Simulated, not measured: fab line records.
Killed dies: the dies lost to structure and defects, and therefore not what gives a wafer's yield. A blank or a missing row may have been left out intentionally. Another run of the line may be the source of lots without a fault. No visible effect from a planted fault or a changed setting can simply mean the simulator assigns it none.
Chamber matching ; flow nand_harc ; 4 sister chambers for NHARC_A_CONTACT_DESCUM_13 on rie_diel-12
The step chemistry O2, time 3 s. 14 wafers are shown with their chamber, then 7 later ones without.

## WAFERS, EACH WITH ITS CHAMBER
wafer;chamber;drypump_motor_current_A (A);oes_product_au (a.u.);rf_vpp_V (V)
L134.2;3;6.4;1.005;56.9
L134.5;3;6.4;1.005;57.2
L134.6;2;5.1;0.997;58.7
L137.1;1;6.4;0.993;58.5
L137.4;1;6.4;0.998;57.0
L137.5;0;5.6;0.990;57.1
L135.1;3;6.4;1.003;56.3
L135.2;1;6.4;0.998;56.4
L135.5;3;6.4;1.008;57.0
L144.1;3;6.4;1.005;57.0
L144.3;0;5.6;0.997;58.2
L144.5;3;6.4;1.004;58.0
L153.1;0;5.6;1.000;58.7
L153.4;2;5.2;0.996;58.3

SIGNATURES (means of the wafers above)
reading;chamber 0;chamber 1;chamber 2;chamber 3;scatter within a chamber
drypump_motor_current_A;5.600;6.400;5.150;6.400;0.0224
oes_product_au;0.99567;0.99633;0.99650;1.00500;0.0029
rf_vpp_V;58.000;57.300;58.500;57.067;0.726
Rule: a wafer's distance from a chamber is the root of the sum, over the readings, of the square of ((its reading less the chamber's mean) divided by the reading's scatter). The wafer belongs to the nearest chamber; if the next one is less than 2 further off, it can't be placed. The scatter: the root of (the sum of the squares of (reading less its chamber's mean) over the shown wafers, divided by (wafers less chambers)).

## WAFERS WITHOUT THEIR CHAMBER
wafer;drypump_motor_current_A (A);oes_product_au (a.u.);rf_vpp_V (V)
L153.6;5.2;1.007;56.8
L154.1;5.6;0.993;56.8
L154.3;6.4;0.991;57.8
L154.4;6.4;0.994;57.7
L157.2;6.4;0.993;58.0
L157.4;5.2;1.004;58.0
L157.5;6.4;0.994;58.2

## THE CHAMBER EACH PASSED THROUGH
wafer;from the rows above;in truth
L153.6;2;2
L154.1;0;0
L154.3;1;1
L154.4;1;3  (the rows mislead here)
L157.2;1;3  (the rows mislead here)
L157.4;2;2
L157.5;1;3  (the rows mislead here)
Correct placement for 4 of the 7. Not placeable from these rows: 0. Wrongly placed: 3.
